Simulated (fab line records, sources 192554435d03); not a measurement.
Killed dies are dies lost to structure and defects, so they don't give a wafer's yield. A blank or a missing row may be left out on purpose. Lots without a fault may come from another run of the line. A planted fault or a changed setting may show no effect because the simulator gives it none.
fab line records | flow n5_finfet
record lots=9 wafers=27 last_day=16
route steps=1938 shown ZERO_LAYER@14 WELL_APT@28 BEOL_M4@1111
lots that met no fault: from a run of the same line without faults
start_h: hours from the record's first day to the start of the lot's first wafer shown | wait_h: hours since the lot's step before | " the same as in the row above | L1.1+2: a row that stands for several wafers | - no value, or no start given | * or withheld: withheld | < > ~ a bound
route shown NAME@n: a module of which the file shows steps, and the number in the route of the first | usual: mean/standard deviation of fault-free wafers | same: alike in all rows | chamber/n: place in a boat | sites: the reading at each site | _std_site: their standard deviation | _edge_site: outer sites' mean less inner sites' | radius_mm: how far each site lies from the wafer's centre | mask NAME#n: copy n | behind: the tool/chamber that last shaped the wafer | hold: why the lot was held/for how many hours/how that ended | device: the transistor (n, p or np) that didn't switch | end of line: the same wafers' tests at the end of the route | a step without rows: its recipe alone | killed: dies lost to structure and defects at the first sort, not the wafer's yield | map: a wafer's dies, x killed, . not, _ none there
set.NAME: the setting as run; set.NAME@STEP: as run at that earlier step | model.NAME: the simulator's own value behind a step, which no gauge read
steps of the route over a sample of lots; a table a step, a row a wafer
services: from which hour (start_h, from the record's first day; less than 0 if before it) a tool's chamber was out of use, for how many hours, and why
## steps
# step N5_ZERO_LAYER_DESCUM_16
# recipe chemistry=O2 time_s=7.9 source_power_w=50 bias_power_w=20 pressure_mtorr=20 rf_frequency_hz=2.712e+07 temp_c=40 o2_flow_sccm=225
# usual drypump_motor_current_A=5.5/0.5 oes_product_au=0.78/0.058 rf_vpp_V=242.9/1.4 showerhead_plenum_p_Torr=2.06/0.077 temp_c=39.98/0.12 throttle_valve_pct=20.32/0.15
# columns lot.wafer tool chamber start_h wait_h drypump_motor_current_A oes_product_au rf_hours_counter_h rf_vpp_V showerhead_plenum_p_Torr temp_c throttle_valve_pct
L813.2 rie_diel-06 2 18.80 0.0 5.0 0.80 104 242.0 2.01 40.07 20.25
L813.3 " 0 " " 5.5 0.77 112 243.5 2.10 39.59 20.61
L813.6 " 0 " " 5.5 0.77 - 244.4 2.10 39.70 20.61
L815.2 rie_diel-02 0 30.85 0.0 5.3 0.96 5 244.5 2.24 39.89 20.06
L815.3 " 3 " " 5.9 0.81 96 242.3 2.11 40.13 20.33
L815.5 " 0 " " 5.2 0.97 - 244.9 2.24 39.98 20.06
L817.1 rie_diel-06 0 43.03 0.4 5.5 0.77 119 244.3 2.09 40.07 20.62
L817.2 " 2 " " 5.0 0.78 111 242.3 2.01 40.06 20.25
L817.5 " 3 " " 5.6 0.70 - 242.4 2.00 39.85 20.31
L818.2 rie_diel-02 1 48.70 0.0 6.3 0.81 110 242.7 2.02 40.03 20.17
L818.3 " 0 " " 5.3 0.95 9 246.0 2.24 40.17 20.07
L818.4 " 2 " " 5.1 0.79 119 242.8 2.00 39.94 20.21
L825.2 rie_diel-06 3 90.70 0.0 5.6 0.69 201 241.5 1.99 39.91 20.30
L825.4 " 2 " " 5.0 0.78 125 241.9 2.01 39.93 20.28
L825.6 " 1 " " 4.9 0.80 - 241.6 2.02 40.20 20.40
L826.1 rie_diel-01 1 96.78 0.1 4.7 0.73 164 243.3 2.17 40.14 20.58
L826.3 " 2 " " 6.3 0.75 131 243.4 2.10 39.98 20.28
L826.5 " 1 " " 4.7 0.74 - 244.2 2.17 40.16 20.58
L827.1 rie_diel-01 1 102.68 0.0 4.7 0.72 166 244.8 2.17 40.26 20.59
L827.2 " 0 " " 5.4 0.82 85 242.1 1.94 39.87 20.18
L827.3 " 2 " " 6.3 0.75 133 243.5 2.10 39.90 20.29
L828.2 rie_diel-02 1 108.80 0.0 6.3 0.79 128 241.0 2.01 39.97 20.20
L828.3 " 3 " " 5.9 0.79 121 243.3 2.11 39.99 20.35
L828.4 " 2 " " 5.1 0.77 - 242.2 2.00 39.82 20.24
L832.2 rie_diel-02 1 132.80 0.0 6.3 0.78 136 241.4 2.01 39.78 20.22
L832.3 " 2 " " 5.1 0.75 146 242.2 2.00 40.12 20.25
L832.4 " 2 " " 5.1 0.76 - 240.3 2.00 40.14 20.25
# step N5_ZERO_LAYER_ETCH_18
# recipe chemistry=HBr/Cl2 target=Si target_depth_a=1200 time_s=40 pressure_mtorr=10 icp_w=800 bias_w=75 HBr_flow_sccm=150 Cl2_flow_sccm=80
# usual HBr_flow_sccm=149.9/0.45 drypump_motor_current_A=5.7/0.46 mfc_cl2_sccm=80.00/0.22 oes_product_au=1.004/0.013 throttle_valve_pct=36.14/0.25
# columns lot.wafer tool chamber start_h wait_h HBr_flow_sccm drypump_motor_current_A mfc_cl2_sccm oes_product_au rf_hours_counter_h throttle_valve_pct
L813.2 rie_si-06 0 18.91 0.0 150.2 5.9 79.68 1.020 113 35.99
L813.3 " 3 " " 150.1 5.6 80.22 0.999 59 35.96
L813.6 " 1 " " 150.3 4.9 80.01 1.006 - 36.08
L815.2 rie_si-06 2 30.95 0.0 150.0 6.4 79.94 0.990 7 36.47
L815.3 " 0 " " 149.7 5.8 79.62 1.011 113 36.02
L815.5 " 1 " " 149.4 4.9 80.19 1.014 - 36.10
L817.1 rie_si-05 3 43.13 0.0 150.4 6.4 80.05 0.985 124 36.20
L817.2 " 0 " " 150.1 5.5 79.84 1.016 113 36.17
L817.5 " 1 " " 151.0 5.6 79.84 1.006 - 35.87
L818.2 rie_si-06 0 48.81 0.0 150.7 5.8 80.11 1.027 113 36.02
L818.3 " 2 " " 150.0 6.3 79.53 0.997 8 36.46
L818.4 " 0 " " 149.7 5.8 79.86 1.021 - 36.02
L825.2 rie_si-06 2 90.80 0.0 149.8 6.4 79.43 0.992 9 36.45
L825.4 " 0 " " 150.5 5.8 79.91 1.014 - 36.01
L825.6 " 2 " " 149.6 6.4 79.40 1.000 - 36.47
L826.1 rie_si-05 1 96.88 0.0 150.3 5.6 80.01 1.006 128 35.90
L826.3 " 3 " " 149.4 6.4 80.02 0.988 125 36.20
L826.5 " 1 " " 150.2 5.6 79.90 1.005 - 35.89
L827.1 rie_si-06 2 102.79 0.0 150.3 6.4 79.91 1.003 9 36.47
L827.2 " 0 " " 150.2 5.9 80.10 1.024 115 36.01
L827.3 " 1 " " 150.2 4.9 79.76 1.012 93 36.11
L828.2 rie_si-02 2 108.91 0.0 150.1 6.3 80.14 1.003 82 36.12
L828.3 " 0 " " 151.2 5.9 80.04 1.013 173 36.04
L828.4 " 3 " " 149.9 6.0 79.73 0.977 73 36.05
L832.2 rie_si-05 2 132.92 0.1 149.9 5.4 79.91 1.003 147 36.68
L832.3 " 1 " " 149.6 5.6 80.06 1.010 129 35.89
L832.4 " 0 " " 149.5 5.5 79.92 1.017 115 36.17
# step N5_WELL_APT_CD_MEAS_08
# recipe target_cd_nm=200 landing_energy_ev=500 detector=se_inlens
# usual cd_nm=199.9/1.3
# columns lot.wafer tool chamber start_h wait_h cd_nm
L813.2 cd_sem-03 0 19.68 - 200.6
L813.3 " 0 " " 199.9
L813.6 " 0 " " 200.2
L815.2 cd_sem-02 0 31.87 - 197.6
L815.3 " 0 " " 195.8
L815.5 " 0 " " 198.1
L817.1 cd_sem-03 0 43.90 - 200.4
L817.2 " 0 " " 199.9
L817.5 " 0 " " 200.6
L818.2 cd_sem-01 0 49.58 - 198.6
L818.3 " 0 " " 198.3
L818.4 " 0 " " 199.4
L825.2 cd_sem-01 0 91.60 - 199.1
L825.4 " 0 " " 199.0
L825.6 " 0 " " 199.1
L826.1 cd_sem-03 0 97.65 - 197.9
L826.3 " 0 " " 200.3
L826.5 " 0 " " 199.4
L827.1 cd_sem-03 0 103.70 - 199.1
L827.2 " 0 " " 198.1
L827.3 " 0 " " 201.1
L828.2 cd_sem-02 0 109.68 - 200.1
L828.3 " 0 " " 198.5
L828.4 " 0 " " 200.1
L832.2 cd_sem-01 0 133.69 - 200.0
L832.3 " 0 " " 198.4
L832.4 " 0 " " 201.5
# step N5_WELL_APT_IMPLANT_32
# recipe species=BF2 energy_kev=50 dose_cm2=2e+13 tilt_deg=0 rotation_deg=0
# usual dose_ions_cm2=1.9998e+13/2.6e+10 faraday_current_uA=254/4.4
# columns lot.wafer tool chamber start_h wait_h dose_ions_cm2 faraday_current_uA
L813.2 implanter-01 0 21.64 0.1 2.0018e+13 256
L813.3 " 0 " " 2.0013e+13 253
L813.6 " 0 " " 1.9966e+13 258
L815.2 implanter-02 0 33.62 0.1 1.9933e+13 242
L815.3 " 0 " " 1.9995e+13 255
L815.5 " 0 " " 1.9942e+13 258
L817.1 implanter-02 0 45.39 0.1 2.0013e+13 254
L817.2 " 0 " " 2.0019e+13 243
L817.5 " 0 " " 1.9984e+13 251
L818.2 implanter-01 0 51.35 0.1 1.9996e+13 254
L818.3 " 0 " " 1.9998e+13 267
L818.4 " 0 " " 1.9972e+13 253
L825.2 implanter-02 0 93.11 0.1 2.0014e+13 253
L825.4 " 0 " " 2.0008e+13 259
L825.6 " 0 " " 2.0018e+13 254
L826.1 implanter-01 0 99.27 0.1 1.9971e+13 257
L826.3 " 0 " " 1.9973e+13 265
L826.5 " 0 " " 1.9963e+13 256
L827.1 implanter-02 0 105.25 0.1 1.185e+13 149
L827.2 " 0 " " 1.1843e+13 150
L827.3 " 0 " " 1.1861e+13 148
L828.2 implanter-01 0 111.34 0.1 2.002e+13 259
L828.3 " 0 " " 2.0027e+13 252
L828.4 " 0 " " 1.9981e+13 259
L832.2 implanter-02 0 135.34 0.1 1.183e+13 150
L832.3 " 0 " " 1.1855e+13 151
L832.4 " 0 " " 1.1856e+13 148
# step N5_BEOL_M4_RC_MEAS_101
# usual CJ_N=4.34/0.069 DIBL_N=36.5/1.4 DIBL_P=36.9/1.7 IOFF_N=0.163/0.023 IOFF_P=0.22/0.032 ION_N=673/9 ION_P=462/7.5 RS_PWELL=3013/23 SS_N=71.6/0.54 SS_P=73.4/0.62 VT_N=249.8/2.8 VT_P=-250/3.5
# columns lot.wafer tool chamber start_h wait_h CJ_N DIBL_N[mV/V] DIBL_P[mV/V] IOFF_N[nA/um] IOFF_P[nA/um] ION_N[uA/um] ION_P[uA/um] RS_PWELL[ohm/sq] SS_N[mV/dec] SS_P[mV/dec] VT_N[mV] VT_P[mV]
L813.2 prober-01 0 167.30 0.2 4.50 35.0 35.9 0.143 0.21 657 457 3055 71.2 73.6 253.3 -248
L813.3 " 0 " " 4.55 37.3 38.7 0.184 0.26 680 468 3031 71.9 74.2 247.2 -245
L813.6 " 0 " " 4.57 36.1 37.2 0.163 0.23 663 460 3021 72.0 73.8 250.5 -249
L815.2 prober-01 0 186.04 0.2 4.34 36.1 37.5 0.159 0.23 674 469 2979 71.1 73.0 248.9 -247
L815.3 " 0 " " 4.35 37.7 39.1 0.190 0.27 678 469 2978 71.6 73.6 249.7 -248
L815.5 " 0 " " 4.30 35.5 36.7 0.152 0.22 677 471 2988 71.4 73.6 253.0 -252
L818.2 prober-01 0 197.64 0.2 4.35 35.7 35.3 0.135 0.19 663 459 3004 71.3 73.8 253.6 -253
L818.3 " 0 " " 4.34 37.9 38.6 0.182 0.24 680 464 2991 71.5 74.6 247.2 -248
L818.4 " 0 " " 4.36 37.6 37.6 0.172 0.22 689 470 3017 71.0 74.1 249.3 -251
L817.1 prober-02 0 210.53 0.0 4.27 37.1 37.7 0.158 0.21 673 458 2990 71.7 73.4 250.3 -253
L817.2 " 0 " " 4.29 38.0 39.2 0.177 0.23 682 465 3014 71.6 73.7 247.7 -250
L817.5 " 0 " " 4.29 38.9 40.3 0.197 0.26 686 460 3046 72.0 74.4 247.2 -249
L827.1 prober-01 0 250.54 0.0 3.36 38.3 38.5 0.223 0.24 686 462 3084 72.4 74.2 244.3 -249
L827.2 " 0 " " 3.41 39.1 39.0 0.229 0.25 698 464 3086 72.4 74.2 244.0 -248
L827.3 " 0 " " 3.31 36.6 36.6 0.172 0.22 690 469 3096 71.2 74.0 248.0 -249
L825.2 prober-02 0 250.79 0.2 4.39 37.1 35.0 0.147 0.18 663 447 2995 71.5 73.0 250.5 -255
L825.4 " 0 " " 4.28 38.6 37.5 0.184 0.22 675 455 3024 71.8 74.8 249.4 -252
L825.6 " 0 " " 4.37 38.2 36.8 0.174 0.20 683 454 3021 71.9 73.5 248.8 -253
L826.1 prober-02 0 258.78 0.0 4.38 36.8 37.7 0.165 0.23 676 463 3022 71.1 74.2 250.1 -249
L826.3 " 0 " " 4.31 38.4 39.3 0.190 0.27 678 470 3015 71.7 73.5 249.8 -246
L826.5 " 0 " " 4.34 37.9 38.4 0.181 0.25 676 468 3023 71.4 73.5 249.2 -249
L828.2 prober-02 0 272.90 0.2 4.43 38.2 39.0 0.202 0.26 680 470 3012 71.1 73.4 245.6 -246
L828.3 " 0 " " 4.38 35.8 36.5 0.160 0.21 660 454 3029 71.4 72.9 248.4 -249
L828.4 " 0 " " 4.41 35.6 35.4 0.148 0.19 676 460 3024 71.3 73.3 250.4 -252
L832.2 prober-02 0 282.28 0.2 3.31 38.5 39.6 0.212 0.22 683 457 3085 72.3 74.2 246.8 -252
L832.3 " 0 " " 3.28 35.8 36.1 0.157 0.17 675 448 3107 71.4 73.7 250.3 -258
L832.4 " 0 " " 3.25 34.9 35.9 0.137 0.17 659 454 3102 71.0 73.8 255.0 -254
## services
# columns tool chamber start_h hours kind
rie_diel-02 0 -2.56 - clean
rie_diel-02 0 -2.56 - consumable_replace:focus_ring
rie_diel-02 0 -2.56 - consumable_replace:showerhead
rie_diel-02 0 -2.56 16.5 scheduled_down
rie_diel-02 0 -2.56 16.5 vent_cycle
rie_diel-01 1 16.98 6.8 repair
implanter-01 - 18.67 1.3 repair
rie_si-06 1 37.16 9.8 repair
rie_si-02 1 40.66 6.6 repair
rie_si-05 2 42.91 7.4 repair
rie_si-06 2 77.98 1.8 repair
rie_diel-01 - 89.90 2.8 pm
rie_diel-02 0 100.79 3.5 repair
implanter-01 - 103.34 4.9 pm
rie_diel-02 0 104.59 9.6 repair
rie_si-06 2 121.58 4.2 repair
rie_diel-02 3 125.78 8.9 repair
## key
first_sign step=N5_WELL_APT_IMPLANT_32 reading=dose_ions_cm2 direction=down sigmas=99+ usual=1.9998e+13 struck=1.1849e+13
effect step=N5_WELL_APT_IMPLANT_32 reading=faraday_current_uA direction=down sigmas=24 usual=254 struck=149
effect step=N5_BEOL_M4_RC_MEAS_101 reading=CJ_N direction=down sigmas=15 usual=4.34 struck=3.32
effect step=N5_BEOL_M4_RC_MEAS_101 reading=RS_PWELL direction=up sigmas=3.4 usual=3013 struck=3093
met_at N5_WELL_APT_IMPLANT_32
struck_lots L827,L832
not_acting_at N5_ZERO_LAYER_DESCUM_16,N5_ZERO_LAYER_ETCH_18,N5_WELL_APT_CD_MEAS_08
onset_between 93.11 105.25
fault kind=process_parameter_drift tool=implanter-02 chamber=- onset_h=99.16 steps=N5_WELL_APT_IMPLANT_32 channel=dose_cm2 offset=-8.1636e+12 shape=step end_h=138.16 acts_in=these_recipes_only stated=2e+13
